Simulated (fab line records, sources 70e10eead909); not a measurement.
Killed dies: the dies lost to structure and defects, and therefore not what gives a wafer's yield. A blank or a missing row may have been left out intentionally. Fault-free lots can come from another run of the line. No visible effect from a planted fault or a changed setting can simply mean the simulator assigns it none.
Chamber matching | flow nandHarc | NHARC_P_BONDPAD_CMP_32 on cmp-04: 4 sister chambers
The step polishes SiCN, target thk 200 nm. 4 wafers are shown with their chamber, then 8 later ones without.

WAFERS WITH THEIR CHAMBER
wafer  | chamber | motorCurrentA (A)
L083.5 | 0       | 11.6
L093.1 | 2       | 10.8
L093.4 | 3       | 12.8
L094.1 | 1       | 11.8

WAFERS MISSING THEIR CHAMBER
wafer  | motorCurrentA (A)
L094.3 | 11.8
L094.5 | 13.0
L095.2 | 11.4
L095.4 | 11.9
L095.5 | 11.3
L097.2 | 11.0
L097.3 | 10.4
L097.6 | 10.9

EACH ONE'S CHAMBER
wafer  | from the rows above          | in truth
L094.3 | can't be placed: 1 or 0      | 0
L094.5 | 3                            | 3
L095.2 | can't be placed: 0 or 1 or 2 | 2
L095.4 | can't be placed: 1 or 0      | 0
L095.5 | can't be placed: 0 or 1 or 2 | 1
L097.2 | can't be placed: 2 or 0      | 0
L097.3 | 2                            | 2
L097.6 | 2                            | 2
Correctly placed: 3 of 8. Can't be placed from these rows: 5 (the true chamber is among the candidates in 5). 0 placed wrongly.
How it was worked out, from the rows above alone: a wafer's distance from a chamber is the root of the sum, over the readings, of the square of ((its reading less the chamber's mean) divided by the reading's scatter). The wafer belongs to the nearest chamber; if the next one is less than 2 further off, it can't be placed. For every chamber, the mean is computed from those of its wafers that are shown. The scatter (one wafer shown for each chamber): square how far every hidden wafer sits from the nearest shown wafer, average those squares and take the square root.
